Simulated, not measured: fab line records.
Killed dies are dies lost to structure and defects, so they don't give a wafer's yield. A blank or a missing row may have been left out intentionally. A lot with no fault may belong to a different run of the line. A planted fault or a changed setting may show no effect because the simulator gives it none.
Chamber matching	flow n5 finfet	N5_BEOL_M15_DESCUM_15 on rie diel-04: 4 sister chambers
The step chemistry O2, time 7.9 s. 20 wafers are shown with their chamber, then 10 later ones without.

WAFERS PAIRED WITH THEIR CHAMBERS
wafer	chamber	showerhead plenum p Torr (Torr)	throttle valve pct (%)	drypump motor current A (A)
L075.1	1	2.12	20.33	5.4
L075.3	0	2.16	20.59	5.4
L075.6	0	2.16	20.59	5.4
L078.1	0	2.16	20.60	5.4
L078.4	2	2.06	20.28	6.2
L078.5	0	2.16	20.60	5.4
L081.1	1	2.12	20.34	5.4
L081.2	2	2.06	20.27	6.1
L081.5	1	2.12	20.32	5.4
L086.1	1	2.12	20.34	5.4
L086.2	3	2.23	19.93	6.7
L086.3	0	2.15	20.60	5.3
L085.2	2	2.05	20.30	6.1
L085.4	3	2.23	19.96	6.8
L085.6	2	2.05	20.31	6.1
L087.1	2	2.05	20.30	6.1
L087.2	0	2.15	20.62	5.3
L087.6	2	2.05	20.30	6.1
L090.3	2	2.05	20.30	6.1
L090.4	1	2.11	20.36	5.4

SIGNATURES (averages over the wafers above)
reading	chamber 0	chamber 1	chamber 2	chamber 3	scatter within a chamber
showerhead plenum p Torr	2.1567	2.1180	2.0529	2.2300	0.00472
throttle valve pct	20.6000	20.3380	20.2943	19.9450	0.0139
drypump motor current A	5.367	5.400	6.114	6.750	0.041
Rule: a wafer lies at a distance from a chamber equal to the root of the sum of squares, over the readings, of (its reading less the chamber's mean, divided by the reading's scatter). If the next closest chamber is less than 2 further off than the closest, the wafer can't be placed; otherwise it belongs to the closest. The scatter: the root of (the sum of the squares of (reading less its chamber's mean) over the shown wafers, divided by (wafers less chambers)).

WAFERS WITHOUT THEIR CHAMBER
wafer	showerhead plenum p Torr (Torr)	throttle valve pct (%)	drypump motor current A (A)
L090.5	2.11	20.37	5.4
L089.2	2.23	19.96	6.7
L089.3	2.05	20.30	6.1
L089.5	2.11	20.37	5.4
L092.2	2.15	20.64	5.4
L092.3	2.11	20.37	5.4
L092.5	2.15	20.64	5.4
L097.2	2.11	20.39	5.4
L097.3	2.15	20.64	5.4
L097.4	2.22	19.98	6.8

WHICH CHAMBER EACH WENT THROUGH
wafer	from the rows above	in truth
L090.5	1	1
L089.2	3	3
L089.3	2	2
L089.5	1	1
L092.2	0	0
L092.3	1	1
L092.5	0	0
L097.2	1	1
L097.3	0	0
L097.4	3	3
10 of 10 placed correctly. Number that these rows cannot place: 0. 0 placed wrongly.
